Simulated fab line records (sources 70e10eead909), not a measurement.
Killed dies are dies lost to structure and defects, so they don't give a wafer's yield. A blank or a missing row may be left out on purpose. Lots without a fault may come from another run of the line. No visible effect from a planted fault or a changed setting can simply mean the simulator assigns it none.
Chamber matching || flow nand-harc || 4 sister chambers for NHARC_A_STAIRCASE_TRIM_20 on rie-diel-12
The step chemistry O2, time 211.2 s. 24 wafers are shown with their chamber, then 12 later ones without.

WAFERS WITH THEIR CHAMBER
{"wafer": "L076.1", "chamber": 0, "showerhead-plenum-p-Torr (Torr)": 3.51, "drypump-motor-current-A (A)": 5.7, "oes-product-au (a.u.)": 1.012}
{"wafer": "L076.3", "chamber": 1, "showerhead-plenum-p-Torr (Torr)": 3.64, "drypump-motor-current-A (A)": 5.9, "oes-product-au (a.u.)": 1.008}
{"wafer": "L076.6", "chamber": 0, "showerhead-plenum-p-Torr (Torr)": 3.51, "drypump-motor-current-A (A)": 5.7, "oes-product-au (a.u.)": 1.008}
{"wafer": "L078.1", "chamber": 0, "showerhead-plenum-p-Torr (Torr)": 3.50, "drypump-motor-current-A (A)": 5.7, "oes-product-au (a.u.)": 1.019}
{"wafer": "L078.3", "chamber": 2, "showerhead-plenum-p-Torr (Torr)": 3.71, "drypump-motor-current-A (A)": 6.2, "oes-product-au (a.u.)": 0.993}
{"wafer": "L078.5", "chamber": 2, "showerhead-plenum-p-Torr (Torr)": 3.71, "drypump-motor-current-A (A)": 6.2, "oes-product-au (a.u.)": 1.008}
{"wafer": "L078.2", "chamber": 1, "showerhead-plenum-p-Torr (Torr)": 3.64, "drypump-motor-current-A (A)": 5.9, "oes-product-au (a.u.)": 1.008}
{"wafer": "L078.4", "chamber": 1, "showerhead-plenum-p-Torr (Torr)": 3.64, "drypump-motor-current-A (A)": 5.9, "oes-product-au (a.u.)": 1.015}
{"wafer": "L078.6", "chamber": 0, "showerhead-plenum-p-Torr (Torr)": 3.50, "drypump-motor-current-A (A)": 5.7, "oes-product-au (a.u.)": 1.012}
{"wafer": "L079.2", "chamber": 3, "showerhead-plenum-p-Torr (Torr)": 3.63, "drypump-motor-current-A (A)": 6.0, "oes-product-au (a.u.)": 1.007}
{"wafer": "L079.3", "chamber": 2, "showerhead-plenum-p-Torr (Torr)": 3.71, "drypump-motor-current-A (A)": 6.3, "oes-product-au (a.u.)": 0.992}
{"wafer": "L079.4", "chamber": 0, "showerhead-plenum-p-Torr (Torr)": 3.50, "drypump-motor-current-A (A)": 5.7, "oes-product-au (a.u.)": 1.016}
{"wafer": "L080.1", "chamber": 2, "showerhead-plenum-p-Torr (Torr)": 3.71, "drypump-motor-current-A (A)": 6.2, "oes-product-au (a.u.)": 0.996}
{"wafer": "L080.4", "chamber": 3, "showerhead-plenum-p-Torr (Torr)": 3.62, "drypump-motor-current-A (A)": 6.0, "oes-product-au (a.u.)": 1.006}
{"wafer": "L080.5", "chamber": 3, "showerhead-plenum-p-Torr (Torr)": 3.62, "drypump-motor-current-A (A)": 6.0, "oes-product-au (a.u.)": 1.019}
{"wafer": "L080.2", "chamber": 1, "showerhead-plenum-p-Torr (Torr)": 3.63, "drypump-motor-current-A (A)": 5.9, "oes-product-au (a.u.)": 0.995}
{"wafer": "L080.3", "chamber": 0, "showerhead-plenum-p-Torr (Torr)": 3.50, "drypump-motor-current-A (A)": 5.7, "oes-product-au (a.u.)": 1.010}
{"wafer": "L080.6", "chamber": 0, "showerhead-plenum-p-Torr (Torr)": 3.50, "drypump-motor-current-A (A)": 5.7, "oes-product-au (a.u.)": 1.017}
{"wafer": "L086.2", "chamber": 1, "showerhead-plenum-p-Torr (Torr)": 3.63, "drypump-motor-current-A (A)": 6.0, "oes-product-au (a.u.)": 1.005}
{"wafer": "L086.3", "chamber": 0, "showerhead-plenum-p-Torr (Torr)": 3.49, "drypump-motor-current-A (A)": 5.7, "oes-product-au (a.u.)": 1.011}
{"wafer": "L086.4", "chamber": 3, "showerhead-plenum-p-Torr (Torr)": 3.62, "drypump-motor-current-A (A)": 6.0, "oes-product-au (a.u.)": 1.014}
{"wafer": "L085.3", "chamber": 3, "showerhead-plenum-p-Torr (Torr)": 3.62, "drypump-motor-current-A (A)": 6.0, "oes-product-au (a.u.)": 1.013}
{"wafer": "L085.4", "chamber": 2, "showerhead-plenum-p-Torr (Torr)": 3.70, "drypump-motor-current-A (A)": 6.2, "oes-product-au (a.u.)": 0.993}
{"wafer": "L085.6", "chamber": 2, "showerhead-plenum-p-Torr (Torr)": 3.70, "drypump-motor-current-A (A)": 6.2, "oes-product-au (a.u.)": 0.994}

SIGNATURES (averages over the wafers above)
{"reading": "showerhead-plenum-p-Torr", "chamber 0": 3.5012, "chamber 1": 3.6360, "chamber 2": 3.7067, "chamber 3": 3.6220, "scatter within a chamber": 0.00557}
{"reading": "drypump-motor-current-A", "chamber 0": 5.700, "chamber 1": 5.920, "chamber 2": 6.217, "chamber 3": 6.000, "scatter within a chamber": 0.0286}
{"reading": "oes-product-au", "chamber 0": 1.01313, "chamber 1": 1.00620, "chamber 2": 0.99600, "chamber 3": 1.01180, "scatter within a chamber": 0.00552}
Rule: a wafer lies at a distance from a chamber equal to the root of the sum of squares, over the readings, of (its reading less the chamber's mean, divided by the reading's scatter). The wafer belongs to the nearest chamber; if the next one is less than 2 further off, it can't be placed. The scatter: take each reading less its chamber's mean, square it, sum over the shown wafers, divide by the number of wafers less the number of chambers, and take the root.

WAFERS WHOSE CHAMBER IS MISSING
{"wafer": "L089.1", "showerhead-plenum-p-Torr (Torr)": 3.62, "drypump-motor-current-A (A)": 5.9, "oes-product-au (a.u.)": 0.995}
{"wafer": "L089.2", "showerhead-plenum-p-Torr (Torr)": 3.70, "drypump-motor-current-A (A)": 6.2, "oes-product-au (a.u.)": 1.003}
{"wafer": "L089.5", "showerhead-plenum-p-Torr (Torr)": 3.61, "drypump-motor-current-A (A)": 6.0, "oes-product-au (a.u.)": 1.008}
{"wafer": "L092.2", "showerhead-plenum-p-Torr (Torr)": 3.61, "drypump-motor-current-A (A)": 6.0, "oes-product-au (a.u.)": 1.017}
{"wafer": "L092.3", "showerhead-plenum-p-Torr (Torr)": 3.69, "drypump-motor-current-A (A)": 6.3, "oes-product-au (a.u.)": 0.997}
{"wafer": "L092.5", "showerhead-plenum-p-Torr (Torr)": 3.69, "drypump-motor-current-A (A)": 6.3, "oes-product-au (a.u.)": 0.990}
{"wafer": "L093.4", "showerhead-plenum-p-Torr (Torr)": 3.62, "drypump-motor-current-A (A)": 5.9, "oes-product-au (a.u.)": 1.001}
{"wafer": "L093.5", "showerhead-plenum-p-Torr (Torr)": 3.62, "drypump-motor-current-A (A)": 5.9, "oes-product-au (a.u.)": 0.999}
{"wafer": "L093.6", "showerhead-plenum-p-Torr (Torr)": 3.49, "drypump-motor-current-A (A)": 5.7, "oes-product-au (a.u.)": 1.006}
{"wafer": "L096.3", "showerhead-plenum-p-Torr (Torr)": 3.61, "drypump-motor-current-A (A)": 6.0, "oes-product-au (a.u.)": 1.001}
{"wafer": "L096.5", "showerhead-plenum-p-Torr (Torr)": 3.61, "drypump-motor-current-A (A)": 6.0, "oes-product-au (a.u.)": 1.004}
{"wafer": "L096.6", "showerhead-plenum-p-Torr (Torr)": 3.69, "drypump-motor-current-A (A)": 6.2, "oes-product-au (a.u.)": 0.997}

CHAMBER TAKEN BY EACH
{"wafer": "L089.1", "from the rows above": "can't be placed: 1 or 3", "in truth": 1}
{"wafer": "L089.2", "from the rows above": 2, "in truth": 2}
{"wafer": "L089.5", "from the rows above": 3, "in truth": 3}
{"wafer": "L092.2", "from the rows above": 3, "in truth": 3}
{"wafer": "L092.3", "from the rows above": 2, "in truth": 2}
{"wafer": "L092.5", "from the rows above": 2, "in truth": 2}
{"wafer": "L093.4", "from the rows above": "can't be placed: 1 or 3", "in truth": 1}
{"wafer": "L093.5", "from the rows above": "can't be placed: 1 or 3", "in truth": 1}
{"wafer": "L093.6", "from the rows above": 0, "in truth": 0}
{"wafer": "L096.3", "from the rows above": 3, "in truth": 3}
{"wafer": "L096.5", "from the rows above": 3, "in truth": 3}
{"wafer": "L096.6", "from the rows above": 2, "in truth": 2}
Correctly placed: 9 of 12. Not placeable from these rows: 3 (in 3, the candidates include the true chamber). Wrongly placed: 0.
